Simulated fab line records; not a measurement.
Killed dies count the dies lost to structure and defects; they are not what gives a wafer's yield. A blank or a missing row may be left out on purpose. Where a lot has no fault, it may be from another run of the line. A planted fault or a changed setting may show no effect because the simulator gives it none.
Which tool was responsible? + flow nand_harc + 12 lots, 36 wafers sampled, at 6 steps of a route of 1302

== WHAT THE GAUGES READ, wafer by wafer ==
NHARC_A_M0_THK_MEAS_24: measures by xrf.
| lot  | measured     | on            | thk_nm (nm)       |
|------|--------------|---------------|-------------------|
| L077 | day 23 08:55 | film_metro-02 | 112.5 114.7 115.7 |
| L075 | day 23 16:56 | film_metro-01 | 117.8 113.7 115.4 |
| L079 | day 24 09:36 | film_metro-02 | 112.6 111.8 117.4 |
| L080 | day 25 06:53 | film_metro-02 | 111.8 117.5 115.1 |
| L082 | day 25 23:22 | film_metro-01 | 112.4 114.4 114.3 |
| L085 | day 27 01:00 | film_metro-02 | 116.5 113.5 115.4 |
| L087 | day 28 04:59 | film_metro-02 | 111.6 114.3 113.3 |
| L088 | day 29 05:25 | film_metro-02 | 114.6 114.7 114.5 |
| L092 | day 29 09:58 | film_metro-02 | 117.4 114.3 115.5 |
| L093 | day 30 16:07 | film_metro-01 | 115.1 116.2 114.2 |
| L095 | day 31 06:14 | film_metro-01 | 112.6 112.0 111.6 |
| L096 | day 32 14:11 | film_metro-02 | 116.1 112.8 115.0 |

== WHAT TOOL EACH LOT RAN ON (gives the tool, then ch and the chambers of the sampled wafers, and finally the start) ==
| lot  | NHARC_A_CONTACT_ETCH_98                       | NHARC_A_CONTACT_ALD_18              | NHARC_A_BLC_STRIP_21               | NHARC_A_BLC_DEGAS_30         | NHARC_A_BLC_ALD_23                  |
|------|-----------------------------------------------|-------------------------------------|------------------------------------|------------------------------|-------------------------------------|
| L077 | rie_diel-08 ch 0,3, day 23 00:29 or earlier   | ald_metal-04 ch 1,2, day 23 00:29   | rie_diel-05 ch 0,3, day 23 03:50   | pvd_sputter-02, day 23 04:15 | ald_metal-04 ch 2,3, day 23 04:29   |
| L075 | rie_diel-13 ch 1,2, day 23 07:15              | ald_metal-02 ch 1,2,3, day 23 08:38 | rie_diel-05 ch 1,2,3, day 23 11:52 | pvd_sputter-03, day 23 12:17 | ald_metal-04 ch 0,1,2, day 23 12:33 |
| L079 | rie_diel-13 ch 0,1,3, day 24 01:04 or earlier | ald_metal-03 ch 0,1,2, day 24 01:04 | rie_diel-11 ch 0,1,3, day 24 04:22 | pvd_sputter-01, day 24 04:50 | ald_metal-01 ch 0,2,3, day 24 05:05 |
| L080 | rie_diel-13 ch 2,3, day 24 20:52              | ald_metal-04 ch 0,1,2, day 24 22:06 | rie_diel-11 ch 0,3, day 25 01:23   | pvd_sputter-03, day 25 01:49 | ald_metal-01 ch 1,2,3, day 25 02:06 |
| L082 | rie_diel-08 ch 1,2,3, day 25 14:41 or earlier | ald_metal-03 ch 2,3, day 25 14:41   | rie_diel-05 ch 0,1, day 25 18:01   | pvd_sputter-02, day 25 18:27 | ald_metal-04 ch 0,2,3, day 25 18:40 |
| L085 | rie_diel-13 ch 0,2,3, day 26 16:37 or earlier | ald_metal-04 ch 0,1, day 26 16:37   | rie_diel-07 ch 0,1,3, day 26 19:49 | pvd_sputter-03, day 26 20:14 | ald_metal-01 ch 0,2,3, day 26 20:30 |
| L087 | rie_diel-13 ch 0,1,3, day 27 20:35 or earlier | ald_metal-02 ch 1,2, day 27 20:35   | rie_diel-05 ch 1,2, day 27 23:47   | pvd_sputter-03, day 28 00:14 | ald_metal-04 ch 1,2, day 28 00:28   |
| L088 | rie_diel-13 ch 0,1,3, day 28 20:51 or earlier | ald_metal-03 ch 0,2, day 28 20:51   | rie_diel-11 ch 0,1, day 29 00:11   | pvd_sputter-02, day 29 00:37 | ald_metal-01 ch 0,1,3, day 29 00:53 |
| L092 | rie_diel-13 ch 2,3, day 29 01:28 or earlier   | ald_metal-02 ch 0,2,3, day 29 01:28 | rie_diel-11 ch 1,3, day 29 04:45   | pvd_sputter-01, day 29 05:11 | ald_metal-04 ch 0,1,2, day 29 05:26 |
| L093 | rie_diel-08 ch 0,2, day 30 07:33 or earlier   | ald_metal-03 ch 0,1, day 30 07:33   | rie_diel-05 ch 2,3, day 30 10:52   | pvd_sputter-02, day 30 11:18 | ald_metal-04 ch 0,2,3, day 30 11:34 |
| L095 | rie_diel-13 ch 1,2,3, day 30 21:41 or earlier | ald_metal-04 ch 1,2,3, day 30 21:41 | rie_diel-11 ch 1,3, day 31 00:59   | pvd_sputter-02, day 31 01:25 | ald_metal-03 ch 1,3, day 31 01:40   |
| L096 | rie_diel-13 ch 0,1,3, day 32 05:02 or earlier | ald_metal-02 ch 0,1, day 32 05:02   | rie_diel-11 ch 0,1,3, day 32 08:30 | pvd_sputter-01, day 32 08:55 | ald_metal-04 ch 0,1,2, day 32 09:12 |
- NHARC_A_CONTACT_ETCH_98: etches the open film in C4F6/O2, target depth 20 nm, time 10 s.
- NHARC_A_CONTACT_ALD_18: deposits TiN, target thk 3 nm, pulse time 1 s, ald cycles 150.
- NHARC_A_BLC_STRIP_21: strips in O2.
- NHARC_A_BLC_DEGAS_30: time 60 s.
- NHARC_A_BLC_ALD_23: deposits TiN, target thk 3 nm, pulse time 1 s, ald cycles 150.

== THE ANSWER, worked out from the rows above alone ==
Rule: the lots themselves supply what counts as usual. Put in order of their means at a reading, lots are off if they are a third of the lots or fewer, leave a main group of 4 or more, and stand apart from it by a gap of 3 or more times the standard deviation of the main group's means; of several such gaps the widest counts. A main group is skipped when, at the precision printed for the reading in the tables above, its means are all equal. Also off: a lot with no number at a reading for which 4 or more lots have one. Where the step has rows for the other lots, those lots are counted as sound.
None of the lots is off at any reading shown; this tells nothing.

== WHAT THE SIMULATOR HAD PUT IN ==
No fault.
